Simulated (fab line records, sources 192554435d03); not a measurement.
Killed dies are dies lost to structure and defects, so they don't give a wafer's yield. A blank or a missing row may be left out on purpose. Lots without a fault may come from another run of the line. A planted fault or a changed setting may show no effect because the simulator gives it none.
fab line records | flow n5_finfet
record lots=9 wafers=27 last_day=17
route steps=1938 shown BEOL_M3@966 BEOL_M4@1111 PASSIVATION@1936
lots that met no fault: from a run of the same line without faults
start_h: hours from the record's first day to the start of the lot's first wafer shown | wait_h: hours since the lot's step before | " the same as in the row above | L1.1+2: a row that stands for several wafers | - no value, or no start given | * or withheld: withheld | < > ~ a bound
route shown NAME@n: a module of which the file shows steps, and the number in the route of the first | usual: mean/standard deviation of fault-free wafers | same: alike in all rows | chamber/n: place in a boat | sites: the reading at each site | _std_site: their standard deviation | _edge_site: outer sites' mean less inner sites' | radius_mm: how far each site lies from the wafer's centre | mask NAME#n: copy n | behind: the tool/chamber that last shaped the wafer | hold: why the lot was held/for how many hours/how that ended | device: the transistor (n, p or np) that didn't switch | end of line: the same wafers' tests at the end of the route | a step without rows: its recipe alone | killed: dies lost to structure and defects at the first sort, not the wafer's yield | map: a wafer's dies, x killed, . not, _ none there
set.NAME: the setting as run; set.NAME@STEP: as run at that earlier step | model.NAME: the simulator's own value behind a step, which no gauge read
steps of the route over a sample of lots; a table a step, a row a wafer
services: from which hour (start_h, from the record's first day; less than 0 if before it) a tool's chamber was out of use, for how many hours, and why
## steps
# step N5_BEOL_M3_CD_MEAS_28
# recipe target_cd_nm=25.7 landing_energy_ev=500 detector=se_inlens target_cd_y_nm=23.3 polarity=opening
# usual cd_nm=25.72/0.26
# same landing_energy_ev=500
# columns lot.wafer tool chamber start_h wait_h cd_nm
L287.3 cd_sem-01 0 157.57 - 25.90
L287.4 " 0 " " 25.71
L287.5 " 0 " " 25.53
L289.1 cd_sem-02 0 170.16 - 25.91
L289.4 " 0 " " 25.96
L289.6 " 0 " " 25.87
L291.2 cd_sem-02 0 174.09 - 25.62
L291.4 " 0 " " 25.59
L291.5 " 0 " " 25.83
L290.2 cd_sem-03 0 174.83 - 25.82
L290.4 " 0 " " 25.65
L290.6 " 0 " " 26.40
L302.3 cd_sem-02 0 248.10 - 26.02
L302.4 " 0 " " 25.77
L302.6 " 0 " " 25.87
L305.1 cd_sem-01 0 268.61 - 25.74
L305.4 " 0 " " 25.77
L305.6 " 0 " " 25.62
L304.4 cd_sem-01 0 268.90 - 25.94
L304.5 " 0 " " 25.55
L304.6 " 0 " " 25.56
L307.2 cd_sem-02 0 280.85 - 25.85
L307.4 " 0 " " 25.98
L307.5 " 0 " " 25.69
L308.2 cd_sem-02 0 288.00 - 25.57
L308.5 " 0 " " 25.80
L308.6 " 0 " " 25.15
# step N5_BEOL_M3_ALD_98
# recipe material=SiO2 target_thk_a=25 temp_c=100 ald_precursor_family=BDEAS ald_co_reactant=O2-plasma pulse_time_s=1 co_reactant_pulse_time_s=1 purge_time_s=2 co_reactant_purge_time_s=2 ald_cycles=17 pressure_torr=2
# usual heater_power_w=78/12 precursor_pulse_height_rel=0.999/0.022 susceptor_temp_C=100.01/0.12
# columns lot.wafer tool chamber start_h wait_h heater_power_w precursor_pulse_height_rel susceptor_temp_C
L287.3 ald_sin-01 2 157.83 0.1 59 1.015 100.06
L287.4 " 3 " " 87 0.984 99.91
L287.5 " 1 " " 90 0.987 99.99
L289.1 ald_sin-03 3 170.41 0.1 80 0.979 100.03
L289.4 " 0 " " 65 1.037 100.29
L289.6 " 1 " " 86 0.980 100.15
L291.2 ald_sin-03 3 174.34 0.1 82 1.018 99.84
L291.4 " 0 " " 64 1.013 100.18
L291.5 " 1 " " 81 0.980 98.53
L290.2 ald_sin-03 3 175.09 0.1 82 1.018 100.00
L290.4 " 0 " " 65 0.991 100.08
L290.6 " 1 " " 79 0.979 98.37
L302.3 ald_sin-01 2 248.36 0.1 63 0.964 100.02
L302.4 " 3 " " 87 1.029 100.33
L302.6 " 0 " " 81 0.989 100.02
L305.1 ald_sin-03 1 268.87 0.1 88 0.987 99.95
L305.4 " 3 " " 79 1.028 99.88
L305.6 " 1 " " 82 1.014 100.06
L304.4 ald_sin-03 3 269.35 0.1 82 0.998 100.33
L304.5 " 2 " " 73 1.000 99.96
L304.6 " 3 " " 83 1.025 100.09
L307.2 ald_sin-03 2 281.52 0.5 71 1.009 99.95
L307.4 " 0 " " 64 0.999 100.30
L307.5 " 0 " " 65 0.971 100.08
L308.2 ald_sin-03 1 288.47 0.3 85 1.008 100.21
L308.5 " 2 " " 72 0.990 99.95
L308.6 " 3 " " 82 1.011 100.03
# step N5_BEOL_M3_TRENCH_ETCH_37
# recipe chemistry=C4F6/O2 target_depth_a=555.55 target=SiOC time_s=29.2 ion_energy_ev=250 pressure_mtorr=30 source_w=355 bias_w=185 Ar_flow_sccm=300 C4F6_flow_sccm=10 O2_flow_sccm=10
# usual drypump_motor_current_A=6.0/0.34 oes_f_703_au=0.82/0.1 oes_o_777_au=0.81/0.1 oes_product_au=0.81/0.098 rf_vpp_V=656/18 showerhead_plenum_p_Torr=2.86/0.087 throttle_valve_pct=20.83/0.18
# columns lot.wafer tool chamber start_h wait_h drypump_motor_current_A oes_f_703_au oes_o_777_au oes_product_au rf_hours_counter_h rf_vpp_V showerhead_plenum_p_Torr throttle_valve_pct
L287.3 rie_diel-01 3 - - 5.9 0.72 0.73 0.74 167 658 2.74 20.97
L287.4 " 3 " " 5.9 0.73 0.73 0.74 - 658 2.74 20.97
L287.5 " 2 " " 5.5 0.92 0.94 0.92 - 673 2.91 20.64
L289.1 rie_diel-01 3 - - 5.9 0.72 0.74 0.73 171 658 2.74 20.97
L289.4 " 0 " " 6.1 0.97 0.96 0.98 2 670 2.91 20.49
L289.6 " 1 " " 6.2 0.78 0.75 0.78 - 665 2.85 20.68
L290.2 rie_diel-05 2 - - 5.7 0.91 0.92 0.87 41 627 2.79 20.68
L290.4 " 3 " " 6.1 0.72 0.72 0.73 180 678 2.90 20.72
L290.6 " 0 " " 5.5 0.71 0.72 0.74 - 706 2.81 20.91
L291.2 rie_diel-02 0 - - 5.6 0.73 0.73 0.72 186 640 2.92 20.79
L291.4 " 0 " " 5.6 0.73 0.73 0.72 - 640 2.92 20.81
L291.5 " 0 " " 5.6 0.73 0.73 0.72 - 639 2.92 20.80
L302.3 rie_diel-05 3 - - 6.1 0.70 0.70 0.72 205 676 2.89 20.77
L302.4 " 1 " " 5.5 0.79 0.80 0.77 166 657 2.70 20.95
L302.6 " 1 " " 5.5 0.79 0.79 0.77 - 658 2.70 20.92
L305.1 rie_diel-02 2 - - 6.1 0.93 0.93 0.91 21 660 2.99 20.58
L305.4 " 1 " " 6.6 0.72 0.71 0.70 198 649 2.82 21.02
L305.6 " 3 " " 6.1 0.93 0.90 0.91 - 638 2.91 21.11
L304.4 rie_diel-05 2 - - 5.7 0.86 0.88 0.83 69 626 2.77 20.70
L304.5 " 2 " " 5.7 0.87 0.88 0.84 - 626 2.77 20.69
L304.6 " 1 " " 5.5 0.79 0.79 0.76 - 656 2.70 20.94
L307.2 rie_diel-02 1 - - 6.6 0.72 0.70 0.70 202 649 2.82 21.04
L307.4 " 2 " " 6.2 0.91 0.91 0.90 26 659 2.99 20.58
L307.5 " 2 " " 6.1 0.92 0.91 0.90 - 661 2.99 20.58
L308.2 rie_diel-02 1 - - 6.5 0.72 0.70 0.70 204 650 2.82 21.04
L308.5 " 1 " " 6.6 0.72 0.70 0.69 - 650 2.82 21.02
L308.6 " 2 " " 6.2 0.91 0.90 0.90 - 659 2.99 20.59
# step N5_BEOL_M3_ETCH_41
# recipe chemistry=CH3F/O2 target=SiCN target_depth_a=299 taper_deg=2 time_s=52.5 ion_energy_ev=120 mask_material=TiN pressure_mtorr=30 source_w=395 bias_w=75 Ar_flow_sccm=150 CH3F_flow_sccm=30 O2_flow_sccm=20
# usual drypump_motor_current_A=6.0/0.34 oes_product_au=0.81/0.098 rf_vpp_V=297.7/1.6 showerhead_plenum_p_Torr=2.01/0.065 throttle_valve_pct=16.31/0.19
# columns lot.wafer tool chamber start_h wait_h drypump_motor_current_A oes_product_au rf_hours_counter_h rf_vpp_V showerhead_plenum_p_Torr throttle_valve_pct
L287.3 rie_diel-01 3 - - 5.9 0.73 167 293.8 1.92 16.43
L287.4 " 3 " " 5.9 0.73 - 295.6 1.92 16.44
L287.5 " 2 " " 5.6 0.91 - 298.6 2.05 16.04
L289.1 rie_diel-01 3 - - 5.9 0.73 171 295.2 1.92 16.44
L289.4 " 0 " " 6.1 0.97 2 297.1 2.05 15.93
L289.6 " 1 " " 6.2 0.79 - 296.9 2.00 16.16
L290.2 rie_diel-05 2 - - 5.7 0.88 41 297.2 1.96 16.06
L290.4 " 3 " " 6.1 0.73 180 297.8 2.04 16.28
L290.6 " 0 " " 5.6 0.74 - 297.3 1.97 16.42
L291.2 rie_diel-02 0 - - 5.6 0.72 186 299.2 2.06 16.35
L291.4 " 0 " " 5.6 0.73 - 297.7 2.06 16.36
L291.5 " 0 " " 5.6 0.72 - 298.3 2.06 16.37
L302.3 rie_diel-05 3 - - 6.1 0.70 205 298.9 2.04 16.32
L302.4 " 1 " " 5.5 0.77 166 295.1 1.90 16.45
L302.6 " 1 " " 5.5 0.76 - 296.4 1.90 16.47
L305.1 rie_diel-02 2 - - 6.1 0.91 21 301.0 2.11 16.05
L305.4 " 1 " " 6.6 0.70 198 296.7 1.98 16.51
L305.6 " 3 " " 6.1 0.92 - 296.7 2.05 16.49
L304.4 rie_diel-05 2 - - 5.7 0.83 69 296.2 1.95 16.11
L304.5 " 2 " " 5.7 0.83 - 295.3 1.95 16.12
L304.6 " 1 " " 5.5 0.77 - 297.7 1.90 16.46
L307.2 rie_diel-02 1 - - 6.6 0.69 202 297.9 1.98 16.50
L307.4 " 2 " " 6.1 0.90 26 300.5 2.11 16.04
L307.5 " 2 " " 6.1 0.89 - 300.4 2.11 16.06
L308.2 rie_diel-02 1 - - 6.6 0.70 204 297.3 1.98 16.52
L308.5 " 1 " " 6.6 0.69 - 296.5 1.98 16.53
L308.6 " 2 " " 6.2 0.90 - 300.4 2.11 16.06
# step N5_BEOL_M4_RC_MEAS_101
# usual DIBL_N=37.5/1.9 DIBL_P=37.3/2.4 IOFF_N=0.18/0.038 IOFF_P=0.23/0.045 ION_N=677/11 ION_P=464/8.1 SS_N=72.0/0.68 SS_P=73.5/0.77 VT_N=249/3.3 VT_P=-249/3.6
# columns lot.wafer tool chamber start_h wait_h DIBL_N[mV/V] DIBL_P[mV/V] IOFF_N[nA/um] IOFF_P[nA/um] ION_N[uA/um] ION_P[uA/um] SS_N[mV/dec] SS_P[mV/dec] VT_N[mV] VT_P[mV]
L287.3 prober-01 0 183.34 0.3 34.8 37.3 0.18 0.20 683 465 72.7 72.9 249 -252
L287.4 " 0 " " 39.1 44.5 0.26 0.34 693 472 73.3 74.0 244 -242
L287.5 " 0 " " 35.7 37.7 0.18 0.20 677 460 72.2 72.6 251 -251
L289.1 prober-02 0 188.25 0.0 35.6 35.8 0.12 0.18 663 458 71.6 72.7 257 -254
L289.4 " 0 " " 39.6 39.9 0.19 0.25 674 467 72.5 74.1 251 -246
L289.6 " 0 " " 39.7 39.8 0.20 0.24 679 464 72.7 74.1 249 -252
L291.2 prober-01 0 193.01 0.2 39.0 39.5 0.21 0.20 683 456 72.3 73.6 246 -256
L291.4 " 0 " " 34.3 33.8 0.13 0.14 658 449 70.8 71.8 251 -256
L291.5 " 0 " " 36.0 36.2 0.14 0.17 676 460 71.4 73.1 251 -253
L290.2 prober-01 0 195.90 0.2 37.5 35.8 0.17 0.24 670 466 71.7 73.2 248 -248
L290.4 " 0 " " 38.2 37.2 0.18 0.25 685 471 71.5 73.8 247 -247
L290.6 " 0 " " 36.4 35.1 0.15 0.22 673 469 71.0 72.5 248 -250
L302.3 prober-01 0 275.87 0.7 37.7 40.0 0.19 0.29 687 478 71.9 74.0 248 -243
L302.4 " 0 " " 32.6 33.0 0.11 0.19 666 473 70.6 71.4 254 -249
L302.6 " 0 " " 38.4 40.1 0.21 0.32 680 476 71.7 73.3 246 -243
L304.4 prober-02 0 283.53 0.5 36.3 36.1 0.15 0.20 689 471 71.4 72.4 249 -251
L304.5 " 0 " " 37.6 37.0 0.17 0.21 677 458 71.7 72.8 248 -250
L304.6 " 0 " " 38.5 37.8 0.17 0.21 669 457 72.2 73.7 253 -252
L305.1 prober-02 0 293.19 0.0 38.6 39.3 0.18 0.24 681 464 71.8 74.7 247 -250
L305.4 " 0 " " 39.7 40.5 0.23 0.26 683 463 72.4 74.5 244 -249
L305.6 " 0 " " 40.7 41.6 0.23 0.27 692 470 72.7 74.2 245 -249
L307.2 prober-02 0 300.38 0.2 38.9 38.9 0.22 0.25 682 458 72.6 73.9 248 -249
L307.4 " 0 " " 36.0 36.7 0.15 0.21 675 466 71.9 72.7 249 -248
L307.5 " 0 " " 34.5 36.0 0.13 0.20 664 462 71.6 73.4 253 -250
L308.2 prober-02 0 307.99 0.2 41.6 42.9 0.28 0.37 705 480 72.5 75.0 243 -242
L308.5 " 0 " " 37.2 36.3 0.17 0.24 670 462 71.4 73.9 249 -245
L308.6 " 0 " " 38.0 37.6 0.17 0.23 670 462 72.1 73.2 251 -251
# step N5_PASSIVATION_PROBE_49
# usual defect_limited_yield=91.2/1.5 killed_at_M0_to_M3=31/10 killed_at_M4_up=15/5.9 killed_at_contacts=13/6 killed_at_front_end=41/11 killed_at_other=4/3.1 killed_dies=104/18 killed_open=68/13 killed_short=33/8.1 sort_bin_4_leakage=0.00/0.03 sort_bin_5_function=5.1/1.1 sort_bin_6_memory=3.2/0.69 sort_bin_8_speed=0.01/0.045 sort_n_pass=1076/18
# same gross_dies=1180 killed_at_back_side=0
# columns lot.wafer tool chamber start_h wait_h defect_limited_yield[%] killed_at_M0_to_M3 killed_at_M4_up killed_at_contacts killed_at_front_end killed_at_other killed_dies killed_open killed_short sort_bin_4_leakage[%] sort_bin_5_function[%] sort_bin_6_memory[%] sort_bin_8_speed[%] sort_n_pass
L291.5 prober-01 - 291.27 0.2 90.4 40 11 15 41 6 113 77 35 0 6.4 2.9 0 1067
L290.2 prober-01 - 295.43 0.1 91.4 31 20 9 35 7 102 67 25 0 5.8 1.6 0 1078
# killed by level:class
L291.5 MOL_CONTACT_COAG:geometric_particle:open=11 GATE_CUT:geometric_particle:short=9 BEOL_M0_SAQP:geometric_particle:open=8 BEOL_M1:geometric_particle:open=7 BEOL_M3:geometric_particle:open=7 GATE_CUT:geometric_particle:open=6 BEOL_M4:geometric_particle:open=6 FIN_SAQP:geometric_particle:open=4
L290.2 BEOL_M4:geometric_particle:open=12 BEOL_M2:geometric_particle:open=10 HKMG_FIN:area_etch=10 BEOL_M3:geometric_particle:open=8 FIN_SAQP:geometric_particle:open=7 MOL_CONTACT_COAG:geometric_particle:open=7 DUMMY_GATE:geometric_particle:open=6 STARTING-WAFER:geometric_particle:short=5
## services
# columns tool chamber start_h hours kind
rie_diel-02 3 154.69 - clean
rie_diel-02 3 154.69 - consumable_replace:focus_ring
rie_diel-02 3 154.69 18.8 scheduled_down
rie_diel-02 3 154.69 18.8 vent_cycle
rie_diel-02 1 166.73 11.3 repair
rie_diel-01 - 169.77 0.6 repair
ald_sin-03 1 175.80 1.8 repair
rie_diel-02 2 178.35 - clean
rie_diel-02 2 178.35 - consumable_replace:focus_ring
rie_diel-02 2 178.35 - consumable_replace:showerhead
rie_diel-02 2 178.35 19.3 scheduled_down
rie_diel-02 2 178.35 19.3 vent_cycle
ald_sin-01 - 178.85 14.0 pm
rie_diel-02 1 179.29 2.0 repair
rie_diel-02 0 186.27 8.8 repair
rie_diel-05 1 197.71 7.7 repair
ald_sin-01 2 199.28 16.2 repair
ald_sin-03 2 223.71 3.8 repair
rie_diel-02 1 230.86 7.7 repair
rie_diel-02 2 237.49 1.5 repair
ald_sin-03 - 259.52 0.9 repair
ald_sin-01 - 269.91 6.0 pm
rie_diel-01 - 271.14 0.8 repair
ald_sin-01 - 286.00 2.8 pm
## key
first_sign step=N5_BEOL_M3_ALD_98 reading=susceptor_temp_C direction=down sigmas=13 usual=* struck=*
effect none on later readings
met_at N5_BEOL_M3_ALD_98
struck_lots L290,L291
struck_wafers L290.6,L291.5
baseline_loss step=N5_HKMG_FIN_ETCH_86 wafers=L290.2
not_acting_at N5_BEOL_M3_CD_MEAS_28,N5_BEOL_M3_TRENCH_ETCH_37,N5_BEOL_M3_ETCH_41
onset_between 170.41 174.34
fault kind=process_parameter_drift tool=ald_sin-03 chamber=1 onset_h=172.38 steps=N5_BEOL_M3_ALD_98 channel=temp_c offset=* shape=step end_h=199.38 acts_in=* stated=*
# baseline_loss: these wafers lose ten dies or more at that step, a loss of the line's own and not of a fault; the sort's usual values leave them out
